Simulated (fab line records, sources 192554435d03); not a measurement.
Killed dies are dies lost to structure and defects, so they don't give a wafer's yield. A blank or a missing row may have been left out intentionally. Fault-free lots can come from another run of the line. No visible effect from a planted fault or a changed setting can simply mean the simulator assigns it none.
Chamber matching || flow n5_finfet || N5_HKMG_FIN_ALD_21 on ald_metal-02 has 4 sister chambers
The step deposits TiN, target thk 1.5 nm, pulse time 1 s, purge time 3 s. 14 wafers are shown with their chamber, then 7 later ones without.

== WAFERS, EACH WITH ITS CHAMBER ==
{"wafer": "L075.1", "chamber": 1, "heater_power_w (W)": 798, "precursor_pulse_height_rel": 1.002}
{"wafer": "L075.2", "chamber": 2, "heater_power_w (W)": 869, "precursor_pulse_height_rel": 1.003}
{"wafer": "L075.4", "chamber": 3, "heater_power_w (W)": 947, "precursor_pulse_height_rel": 1.004}
{"wafer": "L078.1", "chamber": 3, "heater_power_w (W)": 973, "precursor_pulse_height_rel": 0.998}
{"wafer": "L078.4", "chamber": 0, "heater_power_w (W)": 865, "precursor_pulse_height_rel": 1.041}
{"wafer": "L078.6", "chamber": 2, "heater_power_w (W)": 853, "precursor_pulse_height_rel": 0.992}
{"wafer": "L084.1", "chamber": 2, "heater_power_w (W)": 871, "precursor_pulse_height_rel": 1.030}
{"wafer": "L084.2", "chamber": 3, "heater_power_w (W)": 955, "precursor_pulse_height_rel": 1.008}
{"wafer": "L084.4", "chamber": 1, "heater_power_w (W)": 793, "precursor_pulse_height_rel": 0.987}
{"wafer": "L085.1", "chamber": 3, "heater_power_w (W)": 963, "precursor_pulse_height_rel": 1.031}
{"wafer": "L085.2", "chamber": 2, "heater_power_w (W)": 867, "precursor_pulse_height_rel": 0.990}
{"wafer": "L085.4", "chamber": 1, "heater_power_w (W)": 809, "precursor_pulse_height_rel": 1.015}
{"wafer": "L088.1", "chamber": 1, "heater_power_w (W)": 807, "precursor_pulse_height_rel": 1.041}
{"wafer": "L088.2", "chamber": 2, "heater_power_w (W)": 860, "precursor_pulse_height_rel": 1.007}

SIGNATURES, as means of the wafers listed above
{"reading": "heater_power_w", "chamber 0": 865.00, "chamber 1": 801.75, "chamber 2": 864.00, "chamber 3": 959.50, "scatter within a chamber": 8.73}
{"reading": "precursor_pulse_height_rel", "chamber 0": 1.04100, "chamber 1": 1.01125, "chamber 2": 1.00440, "chamber 3": 1.01025, "scatter within a chamber": 0.018}
Rule: distance of a wafer from a chamber = root of the sum over the readings of ((wafer's reading minus chamber's mean) / reading's scatter) squared. The wafer belongs to the nearest chamber; if the next one is less than 2 further off, it can't be placed. The scatter is the square root of a quotient: the sum, over the shown wafers, of each reading's squared deviation from its chamber's mean, divided by wafers minus chambers.

== WAFERS WITH NO CHAMBER GIVEN ==
{"wafer": "L088.3", "heater_power_w (W)": 944, "precursor_pulse_height_rel": 0.995}
{"wafer": "L094.1", "heater_power_w (W)": 972, "precursor_pulse_height_rel": 0.971}
{"wafer": "L094.2", "heater_power_w (W)": 850, "precursor_pulse_height_rel": 0.972}
{"wafer": "L094.3", "heater_power_w (W)": 793, "precursor_pulse_height_rel": 0.988}
{"wafer": "L096.1", "heater_power_w (W)": 976, "precursor_pulse_height_rel": 1.002}
{"wafer": "L096.3", "heater_power_w (W)": 853, "precursor_pulse_height_rel": 0.977}
{"wafer": "L096.5", "heater_power_w (W)": 861, "precursor_pulse_height_rel": 0.996}

== WHICH CHAMBER EACH WENT THROUGH ==
{"wafer": "L088.3", "from the rows above": 3, "in truth": 3}
{"wafer": "L094.1", "from the rows above": 3, "in truth": 3}
{"wafer": "L094.2", "from the rows above": "can't be placed: 2 or 0", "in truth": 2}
{"wafer": "L094.3", "from the rows above": 1, "in truth": 1}
{"wafer": "L096.1", "from the rows above": 3, "in truth": 3}
{"wafer": "L096.3", "from the rows above": "can't be placed: 2 or 0", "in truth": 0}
{"wafer": "L096.5", "from the rows above": "can't be placed: 2 or 0", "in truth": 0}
Correctly placed: 4 of 7. Cannot be placed on the basis of these rows: 3; the candidates contain the true chamber in 3. Number placed wrongly: 0.
